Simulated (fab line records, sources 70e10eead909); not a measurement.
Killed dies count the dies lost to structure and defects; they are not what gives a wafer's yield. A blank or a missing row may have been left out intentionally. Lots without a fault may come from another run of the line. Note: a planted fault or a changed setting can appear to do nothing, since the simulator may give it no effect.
fab line records -- flow nand_harc
[record] lots = 14, wafers = 40, last_day = 24
route steps=1159 shown A_CHANNEL_HOLE_D1@450
lots that met no fault: from a run of the same line without faults
start_h: the number of hours between the record's first day and the start of the first shown wafer of the lot -- wait_h: time in hours since the lot's previous step -- " unchanged from the row above -- L1.1+2: a row that stands for several wafers -- - no value, or no start given -- * or withheld: withheld -- < > ~ a bound
route shown NAME@n: names a module that has steps shown in the file, with the first one's number in the route -- usual: mean/standard deviation taken from wafers without a fault -- same: alike in all rows -- chamber/n: place in a boat -- sites: the reading at each site -- _std_site: how widely they spread, as a standard deviation -- _edge_site: the outer-site mean with the inner-site mean subtracted -- radius_mm: for every site, how far away it sits from the centre of the wafer -- mask NAME#n: copy n -- behind: the most recent tool/chamber to have shaped the wafer -- hold: reason for holding the lot/hours on hold/outcome of the hold -- device: which transistor (n, p or np) failed to switch -- end of line: tests run on the same wafers once the route is complete -- a step with no rows: only its recipe -- killed: dies that structure and defects cost at the first sort, which is not the same as the wafer's yield -- map: per-die view of a wafer (x killed, . not killed, _ where there is no die)
set.NAME: the setting that was run; set.NAME@STEP: the one run at that earlier step -- model.NAME: the simulator's own value behind a step, which no gauge read
route steps across a sampled set of lots; one table per step, one row per wafer
services: when a tool's chamber went out of use (start_h, in hours from the record's first day, below 0 if earlier), for how many hours, and the reason
[[steps]]
[step NHARC_A_CHANNEL_HOLE_D1_DEP_00]
[recipe] target_thk_a = 31000, temp_c = 400, material = aC
[usual] throttle_valve_pct = 34.999/0.0083
lot.wafer,tool,chamber,start_h,wait_h,throttle_valve_pct
L763.1,acl_dep-03,0,177.68,3.6,34.995
L763.4,acl_dep-03,0,177.68,3.6,34.992
L763.6,acl_dep-03,0,177.68,3.6,34.980
L762.1,acl_dep-01,0,178.74,4.7,34.993
L762.2,acl_dep-01,0,178.74,4.7,34.983
L762.4,acl_dep-01,0,178.74,4.7,34.998
L765.4,acl_dep-03,0,187.60,1.0,35.012
L765.5,acl_dep-03,0,187.60,1.0,34.999
L765.6,acl_dep-03,0,187.60,1.0,35.008
L766.2,acl_dep-01,0,190.19,0.7,34.993
L766.4,acl_dep-01,0,190.19,0.7,35.001
L766.6,acl_dep-01,0,190.19,0.7,35.004
L764.1,acl_dep-02,0,192.99,0.1,34.995
L764.4,acl_dep-02,0,192.99,0.1,34.996
L764.6,acl_dep-02,0,192.99,0.1,34.998
L767.3,acl_dep-02,0,198.12,0.7,35.014
L767.4,acl_dep-02,0,198.12,0.7,34.989
L767.5,acl_dep-02,0,198.12,0.7,35.008
L771.3,acl_dep-01,0,213.66,0.7,34.991
L771.4,acl_dep-01,0,213.66,0.7,35.001
L771.5,acl_dep-01,0,213.66,0.7,34.990
L770.1,acl_dep-02,0,214.28,1.3,35.001
L770.5,acl_dep-02,0,215.56,2.6,35.009
L770.6,acl_dep-02,0,215.56,2.6,34.997
L772.4,acl_dep-02,0,235.80,3.8,34.994
L772.5,acl_dep-02,0,235.80,3.8,35.006
L774.2,acl_dep-01,0,249.92,2.3,35.000
L774.5,acl_dep-01,0,249.92,2.3,34.980
L781.3,acl_dep-01,0,279.29,2.1,35.005
L781.5,acl_dep-01,0,279.29,2.1,34.993
L781.6,acl_dep-01,0,279.29,2.1,35.001
L780.3,acl_dep-03,0,280.72,3.3,34.995
L780.4,acl_dep-03,0,280.72,3.3,34.989
L780.6,acl_dep-03,0,280.72,3.3,35.002
L784.3,acl_dep-03,0,300.54,0.7,34.998
L784.4,acl_dep-03,0,300.54,0.7,34.991
L784.5,acl_dep-03,0,300.54,0.7,34.986
L785.3,acl_dep-01,0,310.87,1.7,35.022
L785.5,acl_dep-01,0,310.87,1.7,34.989
L785.6,acl_dep-01,0,310.87,1.7,35.001
[step NHARC_A_CHANNEL_HOLE_D1_SOFTBAKE_05]
[recipe] temp_c = 105, time_s = 55
[usual] heater_power_total_W = 188.45/0.13
lot.wafer,tool,chamber,start_h,wait_h,heater_power_total_W
L763.1,litho_track-01,0,179,-,188.51
L763.4,litho_track-01,0,179,-,188.44
L763.6,litho_track-01,0,179,-,188.43
L762.1,litho_track-06,0,180,-,188.41
L762.2,litho_track-06,0,180,-,188.58
L762.4,litho_track-06,0,180,-,188.34
L765.4,litho_track-01,0,188,-,188.35
L765.5,litho_track-01,0,188,-,188.45
L765.6,litho_track-01,0,188,-,188.66
L766.2,litho_track-01,0,192,-,188.73
L766.4,litho_track-01,0,192,-,188.44
L766.6,litho_track-01,0,192,-,188.32
L764.1,litho_track-06,0,195,-,188.73
L764.4,litho_track-06,0,195,-,188.44
L764.6,litho_track-06,0,195,-,188.28
L767.3,litho_track-01,0,199,-,188.33
L767.4,litho_track-01,0,199,-,188.34
L767.5,litho_track-01,0,199,-,188.50
L771.3,litho_track-01,0,215,-,188.31
L771.4,litho_track-01,0,215,-,322.97
L771.5,litho_track-01,0,215,-,323.24
L770.1,litho_track-04,0,216,-,188.49
L770.5,litho_track-04,0,216,-,188.43
L770.6,litho_track-04,0,216,-,188.44
L772.4,litho_track-01,0,237,-,322.97
L772.5,litho_track-01,0,237,-,322.95
L774.2,litho_track-01,0,252,-,188.79
L774.5,litho_track-01,0,252,-,323.21
L781.3,litho_track-04,0,280,-,188.46
L781.5,litho_track-04,0,280,-,188.44
L781.6,litho_track-04,0,280,-,188.29
L780.3,litho_track-06,0,282,-,188.73
L780.4,litho_track-06,0,282,-,188.34
L780.6,litho_track-06,0,282,-,188.35
L784.3,litho_track-04,0,302,-,188.42
L784.4,litho_track-04,0,302,-,188.39
L784.5,litho_track-04,0,302,-,188.38
L785.3,litho_track-06,0,312,-,188.31
L785.5,litho_track-06,0,312,-,188.32
L785.6,litho_track-06,0,312,-,188.41
[step NHARC_A_CHANNEL_HOLE_D1_CD_MEAS_18]
[usual] cd_nm = 99.4/2.2
lot.wafer,tool,chamber,start_h,wait_h,cd_nm
L763.1,cd_sem-02,-,181.50,-,97.4
L763.4,cd_sem-02,-,181.50,-,95.6
L763.6,cd_sem-02,-,181.50,-,95.9
L762.1,cd_sem-03,-,182.57,-,101.4
L762.2,cd_sem-03,-,182.57,-,99.2
L762.4,cd_sem-03,-,182.57,-,101.3
L765.4,cd_sem-03,-,190.47,-,102.4
L765.5,cd_sem-03,-,190.47,-,101.9
L765.6,cd_sem-03,-,190.47,-,102.3
L766.2,cd_sem-01,-,193.67,-,100.1
L766.4,cd_sem-01,-,193.67,-,100.5
L766.6,cd_sem-01,-,193.67,-,102.7
L764.1,cd_sem-01,-,197.13,-,101.4
L764.4,cd_sem-01,-,197.13,-,102.7
L764.6,cd_sem-01,-,197.13,-,99.5
L767.3,cd_sem-02,-,201.33,-,99.0
L767.4,cd_sem-02,-,201.33,-,103.2
L767.5,cd_sem-02,-,201.33,-,102.3
L771.3,cd_sem-02,-,217.03,-,97.2
L771.4,cd_sem-02,-,217.03,-,102.4
L771.5,cd_sem-02,-,217.03,-,103.0
L770.1,cd_sem-02,-,218.24,-,101.2
L770.5,cd_sem-02,-,218.24,-,100.5
L770.6,cd_sem-02,-,218.24,-,98.7
L772.4,cd_sem-03,-,238.79,-,98.8
L772.5,cd_sem-03,-,238.79,-,101.9
L774.2,cd_sem-01,-,253.75,-,97.8
L774.5,cd_sem-01,-,253.75,-,100.9
L781.3,cd_sem-01,-,282.82,-,97.0
L781.5,cd_sem-01,-,282.82,-,96.5
L781.6,cd_sem-01,-,282.82,-,99.3
L780.3,cd_sem-01,-,284.03,-,101.9
L780.4,cd_sem-01,-,284.03,-,100.5
L780.6,cd_sem-01,-,284.03,-,99.6
L784.3,cd_sem-02,-,303.72,-,100.0
L784.4,cd_sem-02,-,303.72,-,100.3
L784.5,cd_sem-02,-,303.72,-,100.5
L785.3,cd_sem-02,-,314.21,-,98.8
L785.5,cd_sem-02,-,314.21,-,99.9
L785.6,cd_sem-02,-,314.21,-,98.7
[step NHARC_A_CHANNEL_HOLE_D1_ETCH_19]
[recipe] bias_v = 1200, source_w = 2500, pressure_mtorr = 15, time_s = 34.5, ar_flow_sccm = 375, c4f8_flow_sccm = 28.8, o2_flow_sccm = 96.2, temp_c = -20, target_depth_a = *, chemistry = C4F8/O2/Ar
[usual] c4f8_flow_sccm = 28.80/0.078, drypump_motor_current_A = 5.6/0.45, showerhead_plenum_p_Torr = 3.69/0.14, throttle_valve_pct = 37.037/0.0089
lot.wafer,tool,chamber,start_h,wait_h,c4f8_flow_sccm,drypump_motor_current_A,rf_hours_counter_h,showerhead_plenum_p_Torr,throttle_valve_pct
L763.1,har_etch-02,0,181.60,0.1,28.83,6.2,102,3.59,37.042
L763.4,har_etch-02,1,181.60,0.1,28.80,5.1,-,3.92,37.034
L763.6,har_etch-02,0,181.60,0.1,28.86,6.2,-,3.59,37.051
L762.2,har_etch-01,0,182.64,0.1,28.98,5.6,186,3.66,37.053
L762.1,har_etch-01,1,182.64,0.1,28.79,5.4,186,3.61,37.034
L762.4,har_etch-01,0,182.64,0.1,28.84,5.6,-,3.66,37.027
L765.4,har_etch-02,1,190.60,0.1,28.89,5.0,-,3.92,37.050
L765.5,har_etch-02,0,190.60,0.1,28.59,6.2,-,3.59,37.054
L765.6,har_etch-02,1,190.60,0.1,28.79,5.0,-,3.92,37.028
L766.2,har_etch-01,1,193.74,0.1,28.91,5.4,191,3.61,37.044
L766.4,har_etch-01,0,193.74,0.1,28.79,5.6,-,3.65,37.047
L766.6,har_etch-01,1,193.74,0.1,28.79,5.4,-,3.61,37.043
L764.1,har_etch-02,0,197.22,0.1,28.78,6.2,113,3.58,37.040
L764.4,har_etch-02,1,197.22,0.1,28.70,5.0,-,3.92,37.024
L764.6,har_etch-02,0,197.22,0.1,28.79,6.2,-,3.58,37.040
L767.3,har_etch-02,1,201.43,0.1,28.83,5.0,-,3.92,37.036
L767.4,har_etch-02,0,201.43,0.1,28.85,6.2,-,3.58,37.033
L767.5,har_etch-02,0,201.43,0.1,28.77,6.2,-,3.58,37.037
L771.4,har_etch-01,1,217.15,0.1,28.82,5.5,-,3.60,37.033
L771.3,har_etch-01,0,217.15,0.1,28.82,5.6,-,3.65,37.043
L771.5,har_etch-01,1,217.15,0.1,28.93,5.4,-,3.60,37.031
L770.1,har_etch-02,0,221.26,3.0,28.64,6.2,126,3.58,37.039
L770.5,har_etch-02,1,221.26,3.0,28.83,5.0,-,3.91,37.008
L770.6,har_etch-02,0,221.26,3.0,28.75,6.2,-,3.58,37.049
L772.4,har_etch-01,0,238.92,0.1,28.87,5.6,-,3.64,37.048
L772.5,har_etch-01,1,238.92,0.1,28.75,5.4,-,3.60,37.022
L774.2,har_etch-02,0,253.84,0.1,28.69,6.2,137,3.57,37.032
L774.5,har_etch-02,0,253.84,0.1,28.66,6.2,-,3.57,37.027
L781.3,har_etch-01,1,282.95,0.1,28.89,5.4,-,3.59,37.031
L781.5,har_etch-01,0,282.95,0.1,28.82,5.6,-,3.63,37.047
L781.6,har_etch-01,1,282.95,0.1,28.79,5.4,-,3.59,37.037
L780.3,har_etch-01,1,287.06,3.0,28.81,5.5,-,3.59,37.048
L780.4,har_etch-01,0,287.06,3.0,28.86,5.6,-,3.63,37.031
L780.6,har_etch-01,0,287.06,3.0,28.89,5.6,-,3.63,37.047
L784.4,har_etch-02,0,303.83,0.1,28.73,6.2,-,3.56,37.043
L784.3,har_etch-02,1,303.83,0.1,28.82,5.0,-,3.89,37.043
L784.5,har_etch-02,1,303.83,0.1,28.81,5.0,-,3.89,37.042
L785.3,har_etch-02,0,317.33,3.1,28.81,6.2,-,3.55,37.033
L785.6,har_etch-02,0,317.33,3.1,28.91,6.2,-,3.55,37.028
L785.5,har_etch-02,1,317.33,3.1,28.71,5.0,-,3.88,37.029
[[services]]
tool,chamber,start_h,hours,kind
acl_dep-02,-,154.67,5.7,repair
acl_dep-01,-,154.79,0.9,repair
acl_dep-02,-,169.20,13.0,pm
acl_dep-03,-,224.65,13.0,pm
litho_track-01,-,268.00,7.0,pm
litho_track-06,-,292.00,7.0,pm
acl_dep-01,-,294.47,13.0,pm
har_etch-01,-,305.00,17.0,pm
har_etch-01,0,305.00,17.0,vent_cycle
har_etch-01,1,305.00,17.0,vent_cycle
litho_track-04,-,316.00,7.0,pm
[[key]]
[first_sign] step = NHARC_A_CHANNEL_HOLE_D1_SOFTBAKE_05, reading = heater_power_total_W, direction = up, sigmas = 99+, usual = *, struck = *
effect none on later readings
met_at NHARC_A_CHANNEL_HOLE_D1_SOFTBAKE_05
struck_lots L771,L772,L774
struck_wafers L771.4,L771.5,L772.4,L772.5,L774.5
tester_left_out L771,L772,L774
not_acting_at NHARC_A_CHANNEL_HOLE_D1_DEP_00,NHARC_A_CHANNEL_HOLE_D1_CD_MEAS_18,NHARC_A_CHANNEL_HOLE_D1_ETCH_19
onset_between 199 215
[fault] kind = process_parameter_drift, tool = litho_track-01, chamber = -, onset_h = 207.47, steps = NHARC_A_CHANNEL_HOLE_D1_SOFTBAKE_05, channel = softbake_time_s, offset = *, shape = step, end_h = 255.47, scope = struck_wafers_only, acts_in = *, stated = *
// tester_left_out: of these lots the tester's yield and bins aren't shown, on N5 and GAA mostly nor the transistor test; their killed dies are dies lost to structure and defects alone, not to doping, threshold or leakage, so they don't give the yield
